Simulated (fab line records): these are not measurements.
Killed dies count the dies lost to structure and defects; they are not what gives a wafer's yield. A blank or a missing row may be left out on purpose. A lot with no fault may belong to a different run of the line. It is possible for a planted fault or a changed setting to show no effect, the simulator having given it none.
A lot that was struck, set against a sound lot + flow nand harc + 15 steps out of a route of 1159
Sound: the wafers L297.1, L297.2, L297.3. Wafers L302.3, L302.4, L302.5 were the ones struck. At the end, the cause is stated.
Per side, at each step with rows, come the tool, then ch with its chambers, and then its first start. Under that, the readings that differ: sound wafers + struck wafers + difference of the means + sigmas: that difference in standard deviations of wafers without a fault.
alike: readings with means less than 2 such deviations apart, plus words and numbers identical on both sides. not compared: withheld readings, readings lacking a value on some wafer, bounds such as >300 that could conceal the same value, and numbers that have no deviation in the record and whose values overlap.
A row with sigmas, a row that says differs or no value, or rows on one side alone: a step with any of these is where the two part. Numbers that have no deviation but don't overlap get no sigmas and don't part them. A reading that every wafer of one side lacks parts them only if that side has two wafers or more.

NHARC_A_CONTACT_ETCH_138: etches the open film in C4F8/O2/Ar, time 132 s, target depth 1289 nm.
  sound on har cap etch-03 ch 0,1, day 17 08:32; struck on har cap etch-03 ch 0,1, day 18 09:47
  alike: oes air line au
  not compared: rf hours counter h
NHARC_A_CONTACT_ETCH_139: etches the open film in C4F8/O2/Ar, time 137 s, target depth 590 nm.
  sound on har cap etch-03 ch 0,1, day 17 08:40; struck on har cap etch-03 ch 0,1, day 18 09:56
  alike: oes air line au
  not compared: rf hours counter h
then, 1 step without rows for these wafers: NHARC_A_CONTACT_ETCH_92 (etches the open film in CH3F/O2, target depth 40 nm, time 85.7 s).
NHARC_A_CONTACT_ETCH_98: etches the open film in C4F6/O2, target depth 20 nm, time 10 s.
  sound on rie diel-11 ch 0,2,3; struck on rie diel-03 ch 0,2,3, day 18 10:26
  alike: bias w, drypump motor current A, oes product au, rf vpp V, showerhead plenum p Torr, throttle valve pct
  not compared: rf hours counter h
NHARC_A_CONTACT_CD_MEAS_15:
  sound on cd sem-02 at day 17 09:25; struck on cd sem-02 at day 18 10:31
  alike: cd nm
then, 4 steps without rows for these wafers: NHARC_A_CONTACT_STRIP_107 (strips in N2/H2); NHARC_A_CONTACT_STRIP_108 (strips in CF4/CHF3); NHARC_A_CONTACT_STRIP_109 (strips in O2/COS); NHARC_A_CONTACT_ETCH_110 (etches the open film in CF4/O2, target depth 50 nm, overetch 5 nm, time 27.5 s).
NHARC_A_CONTACT_STRIP_26: strips in O2.
  sound on rie diel-11 ch 0,2,3; struck on rie diel-03 ch 0,2,3
  alike: drypump motor current A, oes product au, rf vpp V, showerhead plenum p Torr, throttle valve pct
  not compared: rf hours counter h
then, 1 step without rows for these wafers: NHARC_A_CONTACT_STRIP_27 (strips in post etch residue remover, time 600 s).
NHARC_A_CONTACT_ALD_18: deposits TiN, target thk 3 nm, pulse time 1 s, ald cycles 150.
  sound on ald metal-03 ch 0,1,2, day 17 10:21; struck on ald metal-02 ch 0,2,3, day 18 11:36
  alike: heater power w, precursor pulse height rel
NHARC_A_CONTACT_CVD_19: deposits W, target thk 300 nm, time 802 s.
  sound on cvd w-01 ch 0,1, day 17 13:34; struck on cvd w-02 ch 0,1, day 18 22:15
  alike: heater power w, throttle valve pct
NHARC_A_CONTACT_CMP_20: polishes, t overpolish 30 s, target thk 300 nm.
  sound on cmp-01 ch 0,2,3, day 17 14:27; struck on cmp-04 ch 0,3, day 18 23:09
| reading                | sound          | struck            | difference | sigmas |
|------------------------|----------------|-------------------|------------|--------|
| time to endpoint s (s) | 57.1 60.8 58.1 | 117.6 117.1 120.8 | +59.8      | +25    |
  alike: motor current A, overpolish run s, retaining ring pressure frac
-- break in the record here, with 2 days between the starts of the struck wafers on either side (left off in module A_CONTACT, picked up again in module END, where the first step shown is number 1159 on the route) --
NHARC_END_SORT_01:
  the record has rows for the struck wafers here (prober-01 ch 0, day 21 04:44) and none for the sound ones

WHERE THEY PART
First at NHARC_A_CONTACT_CMP_20; last, within this record, at NHARC_END_SORT_01.

WHY: what the simulator had put in
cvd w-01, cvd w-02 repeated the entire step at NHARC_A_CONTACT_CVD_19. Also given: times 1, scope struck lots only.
